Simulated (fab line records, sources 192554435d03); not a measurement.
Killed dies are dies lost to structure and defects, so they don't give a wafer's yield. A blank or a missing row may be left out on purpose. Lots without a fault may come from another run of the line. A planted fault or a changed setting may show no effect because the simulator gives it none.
Which tool did it? | flow n5_finfet | 10 lots, 30 wafers sampled, at 4 steps of a route of 1938

WHAT THE GAUGES READ, wafer by wafer
N5_BEOL_M8_OCD_MEAS_38.
lot  | measured     | on     | trench_depth_nm (nm)
L235 | day 9 21:04  | ocd-02 | 93.6 91.6 93.3
L234 | day 10 02:38 | ocd-02 | 94.9 91.1 92.8
L236 | day 10 18:03 | ocd-02 | 95.2 95.8 94.1
L239 | day 11 06:53 | ocd-02 | 93.0 92.1 94.3
L247 | day 13 22:43 | ocd-01 | 94.0 93.3 93.6
L248 | day 14 06:53 | ocd-01 | 92.9 94.8 95.0
L250 | day 14 09:18 | ocd-01 | 94.0 94.4 94.2
L255 | day 14 15:42 | ocd-01 | 93.2 96.3 93.3
L254 | day 15 10:19 | ocd-01 | 94.4 92.8 95.5
L256 | day 16 03:57 | ocd-02 | 95.3 94.5 92.2

WHICH TOOL RAN EACH LOT (tool, then ch and the chambers of the sampled wafers, then the start)
lot  | N5_BEOL_M8_ETCH_62                 | N5_BEOL_M8_STRIP_19                | N5_BEOL_M8_ETCH_65
L235 | rie_diel-02 ch 0,2,3, day 9 18:47  | rie_diel-02 ch 0,2,3, day 9 19:05  | rie_diel-01 ch 0,2, day 9 20:41
L234 | rie_diel-02 ch 0,1,2, day 9 22:28  | rie_diel-01 ch 1,2,3, day 9 22:46  | rie_diel-01 ch 0,1,2, day 10 02:16
L236 | rie_diel-01 ch 1,2,3, day 10 15:53 | rie_diel-06 ch 0,1,2, day 10 16:11 | rie_diel-06 ch 0,1,2, day 10 17:40
L239 | rie_diel-01 ch 1,2, day 11 05:15   | rie_diel-06 ch 2,3, day 11 05:36   | rie_diel-02 ch 0,1,3, day 11 06:31
L247 | rie_diel-01 ch 0,1,3, day 13 21:13 | rie_diel-06 ch 1,3, day 13 21:31   | rie_diel-01 ch 2,3, day 13 22:20
L248 | rie_diel-02 ch 2,3, day 14 03:59   | rie_diel-06 ch 0,1,2, day 14 04:17 | rie_diel-06 ch 0,1,2, day 14 06:31
L250 | rie_diel-01 ch 1,2, day 14 07:44   | rie_diel-01 ch 1,2,3, day 14 08:11 | rie_diel-06 ch 0,2, day 14 08:55
L255 | rie_diel-06 ch 0,3, day 14 13:21   | rie_diel-06 ch 0,2,3, day 14 13:39 | rie_diel-06 ch 0,2,3, day 14 15:19
L254 | rie_diel-01 ch 1,2, day 15 07:39   | rie_diel-06 ch 0,2,3, day 15 07:57 | rie_diel-06 ch 0,2,3, day 15 09:56
L256 | rie_diel-06 ch 0,1,3, day 16 00:56 | rie_diel-06 ch 1,2,3, day 16 01:21 | rie_diel-06 ch 0,1,2, day 16 03:34
- N5_BEOL_M8_ETCH_62: etches SOC in N2/H2, target depth 110 nm, overetch 22 nm, time 165 s.
- N5_BEOL_M8_STRIP_19: strips in O2.
- N5_BEOL_M8_ETCH_65: etches SiARC in CF4, target depth 15.6 nm, time 26 s.

THE ANSWER, worked out from the rows above alone
Rule: what is usual is taken from the lots themselves. Put in order of their means at a reading, lots are off if they are a third of the lots or fewer, leave a main group of 4 or more, and stand apart from it by a gap of 3 or more times the standard deviation of the main group's means; of several such gaps the widest counts. A main group whose means are all the same, to the digits that the tables above print for the reading, isn't used. A lot without any number at a reading at which 4 lots or more have one is off too. The other lots that the step has rows for count as sound.
No lot is off at any reading shown: from this, nothing can be told.

WHAT THE SIMULATOR HAD PUT IN
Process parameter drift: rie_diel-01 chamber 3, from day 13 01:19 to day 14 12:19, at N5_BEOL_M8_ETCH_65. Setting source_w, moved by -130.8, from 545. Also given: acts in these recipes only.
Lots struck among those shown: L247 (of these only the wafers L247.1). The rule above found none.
